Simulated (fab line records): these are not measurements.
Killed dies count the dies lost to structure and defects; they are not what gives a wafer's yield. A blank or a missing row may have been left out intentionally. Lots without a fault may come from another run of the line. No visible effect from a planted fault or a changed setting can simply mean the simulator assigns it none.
The tool behind it: which one? -- flow n5-finfet -- 10 lots with 28 wafers sampled at 3 steps, on a route of 1938 steps

== WHAT THE GAUGES SHOWED, per wafer ==
N5_BEOL_M4_RC_MEAS_101.
lot,measured,on,DIBL_N (mV/V),DIBL_P (mV/V),IOFF_N (nA/um),IOFF_P (nA/um),ION_N (uA/um),ION_P (uA/um),SS_N (mV/dec),SS_P (mV/dec),VT_N (mV),VT_P (mV)
L942,day 8 01:19,prober-01,35.5 33.6,35.9 32.9,0.16 0.12,0.24 0.20,683 668,470 464,71.8 71.4,73.5 73.0,248 254,-246 -248
L947,day 9 03:22,prober-02,35.2 35.0 36.0,35.9 35.4 36.1,0.15 0.14 0.15,0.19 0.18 0.19,670 681 679,463 463 463,70.7 71.9 71.8,72.6 72.4 73.2,247 248 250,-254 -254 -250
L948,day 9 08:16,prober-02,35.9 36.2 34.6,34.8 35.7 33.4,0.14 0.15 0.13,0.15 0.16 0.14,653 671 675,442 450 454,72.2 72.3 71.5,73.3 73.6 72.5,250 251 252,-258 -258 -259
L949,day 9 16:58,prober-01,34.3 37.9 34.6,35.4 38.9 34.2,0.15 0.21 0.14,0.19 0.26 0.18,688 702 678,478 479 462,71.3 72.8 71.8,73.7 74.1 72.8,247 243 249,-252 -248 -253
L958,day 11 18:02,prober-02,33.4 37.4 36.6,31.9 36.7 35.8,0.11 0.17 0.16,0.15 0.22 0.20,670 683 681,459 471 467,70.5 72.4 71.8,72.1 73.4 72.9,253 249 250,-255 -250 -251
L957,day 12 00:59,prober-01,34.8 36.3 37.8,33.8 36.5 39.0,0.13 0.17 0.20,0.19 0.23 0.27,678 688 707,469 479 486,70.6 70.9 72.1,72.3 73.8 74.2,251 244 245,-251 -247 -245
L959,day 12 01:16,prober-02,33.7 34.4 34.8,34.6 35.5 36.7,0.12 0.14 0.15,0.17 0.18 0.20,669 670 674,457 460 462,71.3 71.1 71.3,72.6 73.0 72.9,255 251 251,-252 -252 -252
L960,day 12 08:00,prober-01,33.5 35.2,31.6 34.2,0.12 0.14,0.15 0.18,665 675,452 460,70.6 70.9,72.5 73.2,253 249,-253 -250
L961,day 12 17:44,prober-02,35.3 36.2 34.4,33.9 35.6 33.5,0.13 0.14 0.12,0.17 0.19 0.16,651 677 655,447 465 452,71.1 71.7 71.4,72.2 73.0 72.7,255 252 255,-254 -251 -252
L962,day 12 21:04,prober-02,34.2 32.8 36.7,33.5 31.1 37.7,0.12 0.10 0.16,0.15 0.13 0.21,660 657 677,455 450 460,70.2 71.3 71.0,72.6 72.6 73.4,254 257 249,-254 -257 -254

N5_BEOL_M9_OCD_MEAS_38.
lot,measured,on,trench-depth-nm (nm)
L942,day 9 18:54,ocd-01,150 151
L947,day 10 15:32,ocd-01,151 151 158
L948,day 11 09:32,ocd-01,146 154 152
L949,day 11 09:01,ocd-01,146 148 153
L958,day 13 21:19,ocd-01,152 149 151
L957,day 13 23:44,ocd-01,150 148 150
L959,day 13 23:42,ocd-01,151 152 151
L960,day 14 22:20,ocd-02,157 152
L961,day 14 21:28,ocd-02,153 149 148
L962,day 14 21:42,ocd-01,151 151 157

== TOOL THAT RAN EACH LOT (tool first, then ch and the chambers of the sampled wafers, then the start) ==
lot,N5_BEOL_M9_TRENCH_ETCH_37
L942,"rie-diel-01 ch 3, day 9 18:54 or earlier"
L947,"rie-diel-01 ch 1,2,3, day 10 15:32 or earlier"
L948,"rie-diel-04 ch 0,3, day 11 09:32 or earlier"
L949,"rie-diel-03 ch 1,2,3, day 11 09:01 or earlier"
L958,"rie-diel-01 ch 0,1,3, day 13 21:19 or earlier"
L957,"rie-diel-04 ch 1,2, day 13 23:44 or earlier"
L959,"rie-diel-03 ch 0,2, day 13 23:42 or earlier"
L960,"rie-diel-01 ch 0,2, day 14 22:20 or earlier"
L961,"rie-diel-04 ch 0,2,3, day 14 21:28 or earlier"
L962,"rie-diel-01 ch 0,2,3, day 14 21:42 or earlier"
- N5_BEOL_M9_TRENCH_ETCH_37: etches SiCOH lowk in C4F6/O2, target depth 151.43 nm, time 49 s.

== AS READ BY THE TOOLS THEMSELVES (means over the sampled wafers that have a number; for cases with no such wafer, the mark the record gives instead) ==
N5_BEOL_M9_TRENCH_ETCH_37.
lot,tool,O2_flow_sccm (sccm),chamber-pressure-mTorr (mTorr),drypump-motor-current-A (A),oes-product-au (a.u.),rf-vpp-V (V),showerhead-plenum-p-Torr (Torr),throttle-valve-pct (%)
L942,rie-diel-01,10.05,30.030,6.4,0.86,674,2.80,20.92
L947,rie-diel-01,10.01,29.999,5.9,0.83,661,2.78,20.81
L948,rie-diel-04,9.99,30.008,6.0,0.85,669,2.84,21.19
L949,rie-diel-03,10.00,29.990,5.7,0.70,681,2.84,21.06
L958,rie-diel-01,10.03,30.018,5.4,0.78,659,2.81,20.97
L957,rie-diel-04,10.03,30.007,6.2,0.78,688,2.89,21.15
L959,rie-diel-03,10.03,30.012,5.3,0.89,685,2.98,20.71
L960,rie-diel-01,9.98,30.032,5.4,0.85,658,2.81,20.62
L961,rie-diel-04,10.01,30.031,6.0,0.79,679,2.84,21.23
L962,rie-diel-01,10.02,30.018,5.7,0.84,662,2.80,20.73

== THE ANSWER, worked out from the rows above alone ==
Rule: usual is defined by the lots themselves. The widest of any qualifying gaps counts: lots, ordered by their means at a reading, are off when they make up no more than a third of the lots, leave a main group of 4 or more, and stand apart from it by 3 or more times the standard deviation of that group's means. A main group whose means are all the same, to the digits that the tables above print for the reading, isn't used. A lot without any number at a reading at which 4 lots or more have one is off too. All remaining lots with rows at the step are treated as sound. Order of review: gauges by route order, followed by the tools' own readings, for which a lot's mean as printed above is used. At the first step where some lot is off, the reading lying furthest off is the one used; lots without a number count as furthest.
No lot is off on any of the readings shown, so nothing can be concluded from this.

== WHAT THE SIMULATOR HAD PUT IN ==
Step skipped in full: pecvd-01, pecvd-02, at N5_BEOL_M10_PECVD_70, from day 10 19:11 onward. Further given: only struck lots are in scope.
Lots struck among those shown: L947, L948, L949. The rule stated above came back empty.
